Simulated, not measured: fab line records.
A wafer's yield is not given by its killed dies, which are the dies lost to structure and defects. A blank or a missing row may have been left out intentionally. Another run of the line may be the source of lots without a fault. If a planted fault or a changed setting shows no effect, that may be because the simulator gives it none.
Matching of chambers / flow nandHarc / 4 sister chambers for NHARC_P_ZERO_WELL_DESCUM_26 on rieDiel-01
The step chemistry O2, time 3 s. 4 wafers are shown with their chamber, then 10 later ones without.

EACH WAFER AND ITS CHAMBER
wafer=L078.2; chamber=1; drypumpMotorCurrentA (A)=6.6
wafer=L079.5; chamber=2; drypumpMotorCurrentA (A)=5.2
wafer=L088.1; chamber=3; drypumpMotorCurrentA (A)=5.9
wafer=L088.3; chamber=0; drypumpMotorCurrentA (A)=5.9

WAFERS WITHOUT THEIR CHAMBER
wafer=L088.5; drypumpMotorCurrentA (A)=5.1
wafer=L089.2; drypumpMotorCurrentA (A)=5.9
wafer=L089.4; drypumpMotorCurrentA (A)=5.9
wafer=L089.6; drypumpMotorCurrentA (A)=5.2
wafer=L090.1; drypumpMotorCurrentA (A)=5.9
wafer=L090.3; drypumpMotorCurrentA (A)=6.5
wafer=L090.4; drypumpMotorCurrentA (A)=5.9
wafer=L092.3; drypumpMotorCurrentA (A)=6.6
wafer=L092.4; drypumpMotorCurrentA (A)=5.8
wafer=L092.5; drypumpMotorCurrentA (A)=5.9

WHICH CHAMBER EACH WENT THROUGH
wafer=L088.5; from the rows above=2; in truth=2
wafer=L089.2; from the rows above=can't be placed: 0 or 3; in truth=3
wafer=L089.4; from the rows above=can't be placed: 0 or 3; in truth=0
wafer=L089.6; from the rows above=2; in truth=2
wafer=L090.1; from the rows above=can't be placed: 0 or 3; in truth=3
wafer=L090.3; from the rows above=1; in truth=1
wafer=L090.4; from the rows above=can't be placed: 0 or 3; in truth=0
wafer=L092.3; from the rows above=1; in truth=1
wafer=L092.4; from the rows above=can't be placed: 0 or 3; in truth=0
wafer=L092.5; from the rows above=can't be placed: 0 or 3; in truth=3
Correct placement for 4 of the 10. Cannot be placed on the basis of these rows: 6; the candidates contain the true chamber in 6. 0 placed wrongly.
How it was worked out, from the rows above alone: a wafer's distance from a chamber is the root of the sum, over the readings, of the square of ((its reading less the chamber's mean) divided by the reading's scatter). If the next closest chamber is less than 2 further off than the closest, the wafer can't be placed; otherwise it belongs to the closest. The mean given for a chamber averages the wafers shown for that chamber. The scatter: root of mean squared gap, hidden wafer to nearest shown wafer, with one shown wafer a chamber.
